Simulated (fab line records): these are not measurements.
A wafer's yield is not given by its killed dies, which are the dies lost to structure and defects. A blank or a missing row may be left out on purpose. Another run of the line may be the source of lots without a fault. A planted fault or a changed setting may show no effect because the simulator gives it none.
The tool behind it: which one? | flow nand_harc | Sampling: 24 lots, 72 wafers, 2 of 1302 route steps

== WHAT THE GAUGES SHOWED, per wafer ==
NHARC_P_M0_INSPECT_11. Usual: raw_defect_count reads 4.5 (standard deviation 2.4).
lot  | measured     | on                | raw_defect_count | flag
L075 | day 6 05:31  | defect_inspect-02 | 8 2 6            |
L074 | day 6 06:14  | defect_inspect-02 | 4 2 5            |
L076 | day 6 22:08  | defect_inspect-02 | 3 4 6            |
L077 | day 7 05:13  | defect_inspect-02 | 6 6 4            |
L078 | day 7 13:57  | defect_inspect-01 | 6 13 8           |
L079 | day 8 03:17  | defect_inspect-01 | 8 4 3            |
L080 | day 8 08:11  | defect_inspect-02 | 3 8 3            |
L081 | day 8 20:19  | defect_inspect-02 | 7 6 1            |
L082 | day 9 09:53  | defect_inspect-01 | 5 5 5            |
L083 | day 9 16:20  | defect_inspect-01 | 5 2 2            |
L084 | day 10 06:26 | defect_inspect-01 | 5 5 4            |
L085 | day 10 14:23 | defect_inspect-01 | 4 6 10           |
L087 | day 11 10:26 | defect_inspect-01 | 7 1 2            |
L086 | day 11 11:29 | defect_inspect-01 | 5 2 3            |
L088 | day 12 00:44 | defect_inspect-02 | 2 5 4            |
L089 | day 12 01:22 | defect_inspect-01 | 1 4 1            |
L090 | day 12 16:25 | defect_inspect-02 | 3 2 6            |
L091 | day 12 23:48 | defect_inspect-01 | 3 4 4            |
L092 | day 13 10:08 | defect_inspect-02 | 8 7 4            |
L093 | day 13 19:53 | defect_inspect-02 | 4 10 9           |
L094 | day 14 11:20 | defect_inspect-01 | 1 3 6            |
L095 | day 14 15:13 | defect_inspect-01 | 7 4 5            |
L096 | day 15 05:56 | defect_inspect-01 | 5 2 3            |
L097 | day 15 13:13 | defect_inspect-01 | 2 5 3            |

NHARC_P_M1_INSPECT_27. Usual: raw_defect_count reads 290 (standard deviation 130).
lot  | measured     | on                | raw_defect_count | flag
L075 | day 6 12:13  | defect_inspect-01 | 196 142 181      |
L074 | day 6 13:05  | defect_inspect-01 | 617 660 624      |
L076 | day 7 04:53  | defect_inspect-02 | 218 130 115      |
L077 | day 7 12:31  | defect_inspect-02 | 379 336 218      |
L078 | day 7 20:34  | defect_inspect-01 | 215 242 189      |
L079 | day 8 10:00  | defect_inspect-01 | 188 215 205      |
L080 | day 8 14:56  | defect_inspect-01 | 465 292 444      |
L081 | day 9 03:04  | defect_inspect-02 | 600 192 354      |
L082 | day 9 16:35  | defect_inspect-01 | 144 117 190      |
L083 | day 9 22:55  | defect_inspect-01 | 190 232 196      |
L084 | day 10 13:11 | defect_inspect-02 | 203 164 245      |
L085 | day 10 21:10 | defect_inspect-02 | 300 238 219      |
L087 | day 11 17:11 | defect_inspect-01 | 309 233 164      |
L086 | day 11 18:11 | defect_inspect-01 | 361 139 587      |
L088 | day 12 07:29 | defect_inspect-01 | 269 247 260      |
L089 | day 12 08:08 | defect_inspect-02 | 215 219 265      |
L090 | day 12 23:18 | defect_inspect-02 | 255 411 295      |
L091 | day 13 09:41 | defect_inspect-02 | 340 163 307      |
L092 | day 13 16:50 | defect_inspect-02 | 307 347 180      |
L093 | day 14 02:32 | defect_inspect-02 | 563 549 453      |
L094 | day 14 18:13 | defect_inspect-01 | 387 174 367      |
L095 | day 14 22:00 | defect_inspect-01 | 611 561 489      |
L096 | day 15 12:44 | defect_inspect-01 | 288 309 283      |
L097 | day 15 19:58 | defect_inspect-01 | 315 317 294      |

== EACH LOT AND THE TOOL THAT RAN IT (in order: tool; ch and the chambers of the sampled wafers; start) ==
Record: no process step prior to these readings.

== AS READ BY THE TOOLS THEMSELVES (means over the sampled wafers that have a number; for cases with no such wafer, the mark the record gives instead) ==
The record holds no such reading with a usual standard deviation.

== THE ANSWER, worked out from the rows above alone ==
Rule: lot off if the mean of its wafers having a number is beyond 3 standard deviations from the usual mean. A lot without any number at a reading at which 4 lots or more have one is off too. The other lots that the step has rows for count as sound. Order of review: gauges by route order, followed by the tools' own readings, for which a lot's mean as printed above is used. At the first step where some lot is off, the reading lying furthest off is the one used; lots without a number count as furthest.
Nothing can be told from this: no lot is off at any reading shown.

== WHAT HAD BEEN PUT IN BY THE SIMULATOR ==
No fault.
